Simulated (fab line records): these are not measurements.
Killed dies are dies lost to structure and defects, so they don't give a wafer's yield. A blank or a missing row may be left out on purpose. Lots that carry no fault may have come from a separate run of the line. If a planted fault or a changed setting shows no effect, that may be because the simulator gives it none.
Problem report, 8D (eight disciplines) form, completed by code + flow n5-finfet + the parts of the form that need people (team, actions taken, sign-off) are left out

1. WHAT IS WRONG
run-length-s at N5_BEOL_M1_COAT_76 reads a mean of 68.95 s on 3 wafers of 3 lots; wafers without a fault read 66.21 s with a standard deviation of 0.13. Measured from the usual mean, that is +21 standard deviations.
The step: time 60 s, resist thk 5 nm.
The first sign was on wafer L290.4 at day 9 17:04, on litho-track-02. The record holds 30 wafers of 11 lots with a number at this step. Rule for "out", or "out of limits": more than 4 standard deviations from the usual mean. Any other wafer with a number is counted as sound.

2. WHAT IT IS; WHAT IT IS NOT
| question                    | is                     | is not                                                                                       |
|-----------------------------|------------------------|----------------------------------------------------------------------------------------------|
| which readings at this step | run-length-s           | -                                                                                            |
| which lots                  | L290, L294, L295       | L278, L279, L283, L284, L288, L297, L298, L299                                               |
| which wafers of those lots  | L290.4, L294.2, L295.2 | L290.3, L294.6, L295.6                                                                       |
| read on which tools         | litho-track-02         | litho-track-04, litho-track-05                                                               |
| when                        | from day 9 17:04       | up to then (16 sound wafers); but 11 sound wafers of L294, L295, L297, L298, L299 came after |

3. THE SUSPECTS, EACH WITH WHAT RULES IT OUT
Counting: any tool at a process step up to the reading remains a suspect provided it ran every lot that is out. Sound lots after the first of them don't rule it out here, since some wafers of a struck lot are sound.
- litho-track-02 at N5_BEOL_M1_COAT_76 (time 60 s, resist thk 5 nm): kept. It ran every lot that is out, first L290 (day 9 17:04); its last sound lot up to then is L284 (day 7 19:22). Its own readings are out on those wafers: run-length-s.
Remaining after the count: litho-track-02 at N5_BEOL_M1_COAT_76.

4. THE CAUSE (what the simulator had put in)
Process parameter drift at N5_BEOL_M1_COAT_76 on litho-track-02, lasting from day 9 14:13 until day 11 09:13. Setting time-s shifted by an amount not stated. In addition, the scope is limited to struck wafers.
The count eliminated every tool but this one.

5. SEQUENCE OF EFFECTS, ordered by route
Each row: a reading whose mean over the struck wafers that have a number lies more than 3 standard deviations from the usual. Only readings for which the record gives a usual standard deviation are gone through. hours: the time from each lot's start at the first step in this table that gives one to its start at this step, as a median over the lots. sigmas: the change in usual standard deviations.
| hours | step               | reading      | usual   | on struck wafers | change | sigmas |
|-------|--------------------|--------------|---------|------------------|--------|--------|
| 0     | N5_BEOL_M1_COAT_76 | run-length-s | 66.21 s | 68.95            | +2.74  | +21    |
The process steps in it:
- N5_BEOL_M1_COAT_76: time 60 s, resist thk 5 nm.
At these later measuring or inspecting steps, every struck wafer for which the step has a row has a number for every such reading, and none has moved that far: N5_BEOL_M4_RC_MEAS_101.

6. WHAT WOULD HAVE CAUGHT IT SOONER
The fault began at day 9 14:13; the first out-of-limits reading in this record came at day 9 17:04, 3 hours later.
